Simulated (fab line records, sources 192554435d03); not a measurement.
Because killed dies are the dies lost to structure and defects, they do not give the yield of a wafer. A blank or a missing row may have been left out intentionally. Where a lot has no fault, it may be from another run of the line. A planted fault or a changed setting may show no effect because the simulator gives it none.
Matching of chambers / flow n5-finfet / cmp-04 running N5_ILD0_CMP_07: 4 sister chambers
The step polishes SiO2 flowable, stops on poly-Si, t overpolish 1.18 s, target thk 138.88 nm. 4 wafers are shown with their chamber, then 7 later ones without.

== WAFERS WITH THEIR CHAMBER ==
wafer=L092.1; chamber=1; motor-current-A (A)=11.0
wafer=L092.3; chamber=3; motor-current-A (A)=13.7
wafer=L093.2; chamber=2; motor-current-A (A)=12.0
wafer=L093.4; chamber=0; motor-current-A (A)=14.4

== WAFERS WITH NO CHAMBER GIVEN ==
wafer=L094.1; motor-current-A (A)=11.2
wafer=L094.2; motor-current-A (A)=12.6
wafer=L094.3; motor-current-A (A)=14.8
wafer=L095.2; motor-current-A (A)=12.6
wafer=L095.3; motor-current-A (A)=14.1
wafer=L097.1; motor-current-A (A)=14.1
wafer=L097.3; motor-current-A (A)=11.0

== WHICH CHAMBER EACH ONE RAN IN ==
wafer=L094.1; from the rows above=can't be placed: 1 or 2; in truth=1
wafer=L094.2; from the rows above=can't be placed: 2 or 3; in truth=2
wafer=L094.3; from the rows above=can't be placed: 0 or 3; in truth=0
wafer=L095.2; from the rows above=can't be placed: 2 or 3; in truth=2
wafer=L095.3; from the rows above=can't be placed: 0 or 3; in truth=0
wafer=L097.1; from the rows above=can't be placed: 0 or 3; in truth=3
wafer=L097.3; from the rows above=1; in truth=1
Placed correctly: 1 of 7. Cannot be placed on the basis of these rows: 6; the candidates contain the true chamber in 6. Wrongly placed: 0.
How it was worked out, from the rows above alone: a wafer's distance from a chamber is the root of the sum, over the readings, of the square of ((its reading less the chamber's mean) divided by the reading's scatter). The wafer belongs to the nearest chamber; if the next one is less than 2 further off, it can't be placed. The mean given for a chamber averages the wafers shown for that chamber. The scatter: with one shown wafer a chamber, the root of the mean of the squares of how far each hidden wafer lies from its nearest shown one.
